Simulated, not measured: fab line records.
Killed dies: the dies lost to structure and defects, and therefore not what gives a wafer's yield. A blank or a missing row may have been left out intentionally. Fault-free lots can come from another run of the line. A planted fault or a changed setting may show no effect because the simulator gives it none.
Chamber matching | flow n5-finfet | N5_PMOS_HMC_CHANNEL_EPI_HM_DEP_34 on pecvd-04 has 3 sister chambers
The step deposits SiO2 from TEOS/O2, target thk 36 nm, time 6.9 s. 14 wafers are shown with their chamber, then 7 later ones without.

== WAFERS PAIRED WITH THEIR CHAMBERS ==
wafer  | chamber | throttle-valve-pct (%) | heater-power-w (W) | showerhead-plenum-p-Torr (Torr)
L076.1 | 1       | 17.7                   | 509                | 8.29
L076.2 | 0       | 17.5                   | 498                | 8.32
L076.3 | 0       | 17.5                   | 506                | 8.32
L078.1 | 1       | 18.1                   | 460                | 8.28
L078.3 | 1       | 18.0                   | 454                | 8.29
L078.4 | 0       | 17.5                   | 530                | 8.32
L079.2 | 0       | 17.6                   | 528                | 8.34
L079.3 | 1       | 17.8                   | 581                | 8.28
L079.4 | 0       | 17.5                   | 530                | 8.29
L083.2 | 2       | 16.4                   | 679                | 8.33
L083.3 | 0       | 17.5                   | 520                | 8.31
L083.6 | 0       | 17.5                   | 530                | 8.31
L084.3 | 1       | 18.0                   | 544                | 8.27
L084.5 | 1       | 18.0                   | 547                | 8.29

SIGNATURES (averages over the wafers above)
reading                  | chamber 0 | chamber 1 | chamber 2 | scatter within a chamber
throttle-valve-pct       | 17.514    | 17.933    | 16.400    | 0.105
heater-power-w           | 520.29    | 515.83    | 679.00    | 35.7
showerhead-plenum-p-Torr | 8.3157    | 8.2833    | 8.3300    | 0.0124
Rule: for a wafer and a chamber, the distance is found by dividing, reading by reading, the gap between the wafer's reading and the chamber's mean by the reading's scatter, squaring, summing and taking the root. The wafer belongs to the nearest chamber; if the next one is less than 2 further off, it can't be placed. The scatter: take each reading less its chamber's mean, square it, sum over the shown wafers, divide by the number of wafers less the number of chambers, and take the root.

== WAFERS WITHOUT THEIR CHAMBER ==
wafer  | throttle-valve-pct (%) | heater-power-w (W) | showerhead-plenum-p-Torr (Torr)
L084.6 | 16.4                   | 675                | 8.33
L088.1 | 17.8                   | 562                | 8.31
L088.2 | 17.7                   | 540                | 8.34
L088.5 | 17.8                   | 544                | 8.33
L089.2 | 16.3                   | 640                | 8.33
L089.5 | 16.3                   | 635                | 8.33
L089.6 | 17.6                   | 465                | 8.32

== THE CHAMBER EACH PASSED THROUGH ==
wafer  | from the rows above     | in truth
L084.6 | 2                       | 2
L088.1 | can't be placed: 1 or 0 | 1
L088.2 | 0                       | 0
L088.5 | can't be placed: 0 or 1 | 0
L089.2 | 2                       | 2
L089.5 | 2                       | 2
L089.6 | 0                       | 0
5 of 7 placed correctly. Can't be placed from these rows: 2 (the true chamber is among the candidates in 2). 0 placed wrongly.
